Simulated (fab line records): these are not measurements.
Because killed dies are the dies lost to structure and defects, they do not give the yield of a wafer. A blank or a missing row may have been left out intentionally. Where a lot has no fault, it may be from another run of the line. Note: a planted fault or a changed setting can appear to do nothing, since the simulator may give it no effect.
Chamber matching || flow n5Finfet || N5_SD_EPI_N_ETCH_45 on rieDiel-05 has 4 sister chambers
The step etches SiOCN in CH3F/O2, target depth 6 nm. 20 wafers are shown with their chamber, then 10 later ones without.

## EACH WAFER AND ITS CHAMBER
{"wafer": "L074.2", "chamber": 0, "throttleValvePct (%)": 22.80, "showerheadPlenumPTorr (Torr)": 2.10, "drypumpMotorCurrentA (A)": 5.5}
{"wafer": "L074.4", "chamber": 1, "throttleValvePct (%)": 23.71, "showerheadPlenumPTorr (Torr)": 2.00, "drypumpMotorCurrentA (A)": 5.5}
{"wafer": "L074.5", "chamber": 3, "throttleValvePct (%)": 23.48, "showerheadPlenumPTorr (Torr)": 2.01, "drypumpMotorCurrentA (A)": 5.6}
{"wafer": "L077.2", "chamber": 0, "throttleValvePct (%)": 22.80, "showerheadPlenumPTorr (Torr)": 2.10, "drypumpMotorCurrentA (A)": 5.5}
{"wafer": "L077.3", "chamber": 3, "throttleValvePct (%)": 23.49, "showerheadPlenumPTorr (Torr)": 2.01, "drypumpMotorCurrentA (A)": 5.6}
{"wafer": "L077.6", "chamber": 3, "throttleValvePct (%)": 23.48, "showerheadPlenumPTorr (Torr)": 2.01, "drypumpMotorCurrentA (A)": 5.6}
{"wafer": "L079.1", "chamber": 3, "throttleValvePct (%)": 23.48, "showerheadPlenumPTorr (Torr)": 2.01, "drypumpMotorCurrentA (A)": 5.6}
{"wafer": "L079.4", "chamber": 3, "throttleValvePct (%)": 23.50, "showerheadPlenumPTorr (Torr)": 2.01, "drypumpMotorCurrentA (A)": 5.6}
{"wafer": "L079.6", "chamber": 3, "throttleValvePct (%)": 23.48, "showerheadPlenumPTorr (Torr)": 2.01, "drypumpMotorCurrentA (A)": 5.6}
{"wafer": "L080.2", "chamber": 3, "throttleValvePct (%)": 23.49, "showerheadPlenumPTorr (Torr)": 2.01, "drypumpMotorCurrentA (A)": 5.5}
{"wafer": "L080.3", "chamber": 0, "throttleValvePct (%)": 22.82, "showerheadPlenumPTorr (Torr)": 2.10, "drypumpMotorCurrentA (A)": 5.6}
{"wafer": "L080.6", "chamber": 1, "throttleValvePct (%)": 23.72, "showerheadPlenumPTorr (Torr)": 2.00, "drypumpMotorCurrentA (A)": 5.5}
{"wafer": "L081.2", "chamber": 2, "throttleValvePct (%)": 23.34, "showerheadPlenumPTorr (Torr)": 2.05, "drypumpMotorCurrentA (A)": 6.2}
{"wafer": "L081.3", "chamber": 3, "throttleValvePct (%)": 23.50, "showerheadPlenumPTorr (Torr)": 2.01, "drypumpMotorCurrentA (A)": 5.6}
{"wafer": "L081.4", "chamber": 0, "throttleValvePct (%)": 22.84, "showerheadPlenumPTorr (Torr)": 2.10, "drypumpMotorCurrentA (A)": 5.5}
{"wafer": "L088.1", "chamber": 1, "throttleValvePct (%)": 23.75, "showerheadPlenumPTorr (Torr)": 1.99, "drypumpMotorCurrentA (A)": 5.5}
{"wafer": "L088.2", "chamber": 2, "throttleValvePct (%)": 23.37, "showerheadPlenumPTorr (Torr)": 2.05, "drypumpMotorCurrentA (A)": 6.1}
{"wafer": "L088.6", "chamber": 0, "throttleValvePct (%)": 22.83, "showerheadPlenumPTorr (Torr)": 2.09, "drypumpMotorCurrentA (A)": 5.5}
{"wafer": "L090.3", "chamber": 3, "throttleValvePct (%)": 23.52, "showerheadPlenumPTorr (Torr)": 2.00, "drypumpMotorCurrentA (A)": 5.6}
{"wafer": "L090.4", "chamber": 1, "throttleValvePct (%)": 23.75, "showerheadPlenumPTorr (Torr)": 1.99, "drypumpMotorCurrentA (A)": 5.5}

SIGNATURES, as means of the wafers listed above
{"reading": "throttleValvePct", "chamber 0": 22.8180, "chamber 1": 23.7325, "chamber 2": 23.3550, "chamber 3": 23.4911, "scatter within a chamber": 0.0168}
{"reading": "showerheadPlenumPTorr", "chamber 0": 2.0980, "chamber 1": 1.9950, "chamber 2": 2.0500, "chamber 3": 2.0089, "scatter within a chamber": 0.0041}
{"reading": "drypumpMotorCurrentA", "chamber 0": 5.520, "chamber 1": 5.500, "chamber 2": 6.150, "chamber 3": 5.589, "scatter within a chamber": 0.037}
Rule: distance of a wafer from a chamber = root of the sum over the readings of ((wafer's reading minus chamber's mean) / reading's scatter) squared. The wafer belongs to the nearest chamber; if the next one is less than 2 further off, it can't be placed. The scatter: the root of (the sum of the squares of (reading less its chamber's mean) over the shown wafers, divided by (wafers less chambers)).

## WAFERS MISSING THEIR CHAMBER
{"wafer": "L090.6", "throttleValvePct (%)": 23.76, "showerheadPlenumPTorr (Torr)": 1.99, "drypumpMotorCurrentA (A)": 5.5}
{"wafer": "L093.1", "throttleValvePct (%)": 22.85, "showerheadPlenumPTorr (Torr)": 2.09, "drypumpMotorCurrentA (A)": 5.5}
{"wafer": "L093.3", "throttleValvePct (%)": 23.37, "showerheadPlenumPTorr (Torr)": 2.05, "drypumpMotorCurrentA (A)": 6.1}
{"wafer": "L093.4", "throttleValvePct (%)": 23.53, "showerheadPlenumPTorr (Torr)": 2.00, "drypumpMotorCurrentA (A)": 5.6}
{"wafer": "L095.2", "throttleValvePct (%)": 22.84, "showerheadPlenumPTorr (Torr)": 2.09, "drypumpMotorCurrentA (A)": 5.5}
{"wafer": "L095.3", "throttleValvePct (%)": 23.77, "showerheadPlenumPTorr (Torr)": 1.99, "drypumpMotorCurrentA (A)": 5.5}
{"wafer": "L095.5", "throttleValvePct (%)": 23.35, "showerheadPlenumPTorr (Torr)": 2.04, "drypumpMotorCurrentA (A)": 6.2}
{"wafer": "L096.1", "throttleValvePct (%)": 23.37, "showerheadPlenumPTorr (Torr)": 2.04, "drypumpMotorCurrentA (A)": 6.2}
{"wafer": "L096.2", "throttleValvePct (%)": 22.85, "showerheadPlenumPTorr (Torr)": 2.09, "drypumpMotorCurrentA (A)": 5.5}
{"wafer": "L096.5", "throttleValvePct (%)": 22.86, "showerheadPlenumPTorr (Torr)": 2.09, "drypumpMotorCurrentA (A)": 5.5}

## WHICH CHAMBER EACH WENT THROUGH
{"wafer": "L090.6", "from the rows above": 1, "in truth": 1}
{"wafer": "L093.1", "from the rows above": 0, "in truth": 0}
{"wafer": "L093.3", "from the rows above": 2, "in truth": 2}
{"wafer": "L093.4", "from the rows above": 3, "in truth": 3}
{"wafer": "L095.2", "from the rows above": 0, "in truth": 0}
{"wafer": "L095.3", "from the rows above": 1, "in truth": 1}
{"wafer": "L095.5", "from the rows above": 2, "in truth": 2}
{"wafer": "L096.1", "from the rows above": 2, "in truth": 2}
{"wafer": "L096.2", "from the rows above": 0, "in truth": 0}
{"wafer": "L096.5", "from the rows above": 0, "in truth": 0}
Correctly placed: 10 of 10. Number that these rows cannot place: 0. 0 placed wrongly.
